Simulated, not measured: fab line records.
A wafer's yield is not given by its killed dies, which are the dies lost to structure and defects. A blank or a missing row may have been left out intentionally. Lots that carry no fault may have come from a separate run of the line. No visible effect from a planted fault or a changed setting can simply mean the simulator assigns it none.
Chamber matching / flow n5-finfet / 4 sister chambers for N5_SDB_STRIP_21 on rie-diel-03
The step strips in CF4. 4 wafers are shown with their chamber, then 9 later ones without.

## WAFERS, EACH WITH ITS CHAMBER
wafer=L082.1; chamber=3; showerhead-plenum-p-Torr (Torr)=1.89
wafer=L083.1; chamber=2; showerhead-plenum-p-Torr (Torr)=1.76
wafer=L089.3; chamber=1; showerhead-plenum-p-Torr (Torr)=1.78
wafer=L089.5; chamber=0; showerhead-plenum-p-Torr (Torr)=1.70

## WAFERS WHOSE CHAMBER IS MISSING
wafer=L090.3; showerhead-plenum-p-Torr (Torr)=1.89
wafer=L090.4; showerhead-plenum-p-Torr (Torr)=1.70
wafer=L090.6; showerhead-plenum-p-Torr (Torr)=1.78
wafer=L091.1; showerhead-plenum-p-Torr (Torr)=1.78
wafer=L091.3; showerhead-plenum-p-Torr (Torr)=1.76
wafer=L091.5; showerhead-plenum-p-Torr (Torr)=1.78
wafer=L097.2; showerhead-plenum-p-Torr (Torr)=1.77
wafer=L097.3; showerhead-plenum-p-Torr (Torr)=1.88
wafer=L097.6; showerhead-plenum-p-Torr (Torr)=1.77

## CHAMBER TAKEN BY EACH
wafer=L090.3; from the rows above=3; in truth=3
wafer=L090.4; from the rows above=0; in truth=0
wafer=L090.6; from the rows above=1; in truth=1
wafer=L091.1; from the rows above=1; in truth=1
wafer=L091.3; from the rows above=2; in truth=2
wafer=L091.5; from the rows above=1; in truth=1
wafer=L097.2; from the rows above=can't be placed: 1 or 2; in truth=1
wafer=L097.3; from the rows above=3; in truth=3
wafer=L097.6; from the rows above=can't be placed: 1 or 2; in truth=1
Correctly placed: 7 of 9. Cannot be placed on the basis of these rows: 2; the candidates contain the true chamber in 2. 0 placed wrongly.
How it was worked out, from the rows above alone: a wafer's distance from a chamber is the root of the sum, over the readings, of the square of ((its reading less the chamber's mean) divided by the reading's scatter). If the next closest chamber is less than 2 further off than the closest, the wafer can't be placed; otherwise it belongs to the closest. Each chamber's mean is taken over the wafers shown for it. The scatter (one wafer shown for each chamber): square how far every hidden wafer sits from the nearest shown wafer, average those squares and take the square root.
